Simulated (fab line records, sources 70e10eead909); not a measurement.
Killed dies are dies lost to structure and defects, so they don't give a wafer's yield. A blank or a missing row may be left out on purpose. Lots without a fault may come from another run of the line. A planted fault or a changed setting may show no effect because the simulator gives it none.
Chamber matching | flow nand_harc | NHARC_A_BONDPAD_CMP_29 on cmp-02: 4 sister chambers
The step polishes SiCN, target thk 200 nm. 18 wafers are shown with their chamber, then 9 later ones without.

WAFERS WITH THEIR CHAMBER
wafer  | chamber | motor_current_A (A)
L074.4 | 1       | 13.2
L074.5 | 3       | 12.3
L074.6 | 0       | 10.6
L076.2 | 0       | 10.8
L076.4 | 1       | 14.0
L076.6 | 1       | 12.7
L079.2 | 3       | 12.1
L079.4 | 0       | 10.9
L079.6 | 1       | 13.1
L082.1 | 3       | 11.7
L082.4 | 0       | 11.7
L082.6 | 3       | 12.4
L085.2 | 2       | 10.7
L085.4 | 1       | 13.5
L085.5 | 0       | 10.7
L084.1 | 2       | 10.8
L084.3 | 0       | 11.2
L084.5 | 2       | 11.0

SIGNATURES (means of the wafers above)
reading         | chamber 0 | chamber 1 | chamber 2 | chamber 3 | scatter within a chamber
motor_current_A | 10.983    | 13.300    | 10.833    | 12.125    | 0.388
Rule: a wafer's distance from a chamber is the root of the sum, over the readings, of the square of ((its reading less the chamber's mean) divided by the reading's scatter). The wafer belongs to the nearest chamber; if the next one is less than 2 further off, it can't be placed. The scatter: the root of (the sum of the squares of (reading less its chamber's mean) over the shown wafers, divided by (wafers less chambers)).

WAFERS WITHOUT THEIR CHAMBER
wafer  | motor_current_A (A)
L087.1 | 12.1
L087.3 | 10.9
L087.5 | 13.0
L091.2 | 13.4
L091.3 | 10.8
L091.4 | 12.2
L095.1 | 10.9
L095.3 | 11.7
L095.4 | 10.6

WHICH CHAMBER EACH WENT THROUGH
wafer  | from the rows above          | in truth
L087.1 | 3                            | 3
L087.3 | can't be placed: 2 or 0      | 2
L087.5 | can't be placed: 1 or 3      | 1
L091.2 | 1                            | 1
L091.3 | can't be placed: 2 or 0      | 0
L091.4 | 3                            | 3
L095.1 | can't be placed: 2 or 0      | 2
L095.3 | can't be placed: 3 or 0 or 2 | 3
L095.4 | can't be placed: 2 or 0      | 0
Placed correctly: 3 of 9. Can't be placed from these rows: 6 (the true chamber is among the candidates in 6). Placed wrongly: 0.
